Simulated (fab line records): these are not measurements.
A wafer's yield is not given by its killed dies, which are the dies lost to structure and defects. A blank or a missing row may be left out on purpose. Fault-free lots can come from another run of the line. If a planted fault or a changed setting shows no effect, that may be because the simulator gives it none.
Matching of chambers ; flow nand_harc ; NHARC_A_DECK1_JOINT_ETCHBACK_00 on rie_si-04: 4 sister chambers
The step etches the open film in HBr, target depth 30 nm, time 17.4 s. 20 wafers are shown with their chamber, then 10 later ones without.

== WAFERS, EACH WITH ITS CHAMBER ==
wafer;chamber;drypump_motor_current_A (A);oes_product_au (a.u.);throttle_valve_pct (%)
L074.1;1;5.7;1.004;23.280
L074.3;2;5.4;0.992;23.272
L074.6;1;5.7;1.004;23.272
L076.1;1;5.6;1.012;23.263
L076.4;0;5.9;0.996;23.288
L076.5;2;5.4;0.993;23.266
L078.2;3;5.6;0.994;23.265
L078.3;0;5.9;1.005;23.273
L078.5;3;5.6;0.999;23.263
L080.1;0;5.9;1.015;23.245
L080.4;3;5.5;1.008;23.272
L080.6;2;5.4;0.991;23.272
L081.2;2;5.5;0.990;23.259
L081.4;1;5.7;1.008;23.266
L081.6;0;5.9;0.997;23.253
L084.2;1;5.7;1.013;23.268
L084.4;0;5.9;1.001;23.263
L084.5;0;5.9;1.006;23.273
L087.3;2;5.5;0.984;23.275
L087.4;3;5.5;0.994;23.283

SIGNATURES (averages over the wafers above)
reading;chamber 0;chamber 1;chamber 2;chamber 3;scatter within a chamber
drypump_motor_current_A;5.900;5.680;5.440;5.550;0.0433
oes_product_au;1.00333;1.00820;0.99000;0.99875;0.00558
throttle_valve_pct;23.26583;23.26980;23.26880;23.27075;0.0106
Rule: a wafer's distance from a chamber is the root of the sum, over the readings, of the square of ((its reading less the chamber's mean) divided by the reading's scatter). If the next closest chamber is less than 2 further off than the closest, the wafer can't be placed; otherwise it belongs to the closest. The scatter is the square root of a quotient: the sum, over the shown wafers, of each reading's squared deviation from its chamber's mean, divided by wafers minus chambers.

== WAFERS WHOSE CHAMBER IS MISSING ==
wafer;drypump_motor_current_A (A);oes_product_au (a.u.);throttle_valve_pct (%)
L087.6;5.5;1.004;23.283
L092.4;5.5;0.987;23.278
L092.5;5.9;1.000;23.257
L092.6;5.6;1.014;23.267
L095.2;5.4;0.978;23.270
L095.3;5.6;0.991;23.271
L095.6;5.4;0.984;23.265
L096.2;5.9;1.004;23.278
L096.4;5.5;0.974;23.245
L096.5;5.9;1.005;23.272

== WHICH CHAMBER EACH WENT THROUGH ==
wafer;from the rows above;in truth
L087.6;can't be placed: 3 or 2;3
L092.4;can't be placed: 2 or 3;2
L092.5;0;0
L092.6;can't be placed: 1 or 3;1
L095.2;2;2
L095.3;can't be placed: 3 or 1 or 2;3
L095.6;2;2
L096.2;0;0
L096.4;can't be placed: 2 or 3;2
L096.5;0;0
5 of 10 placed correctly. Not placeable from these rows: 5 (in 5, the candidates include the true chamber). Number placed wrongly: 0.
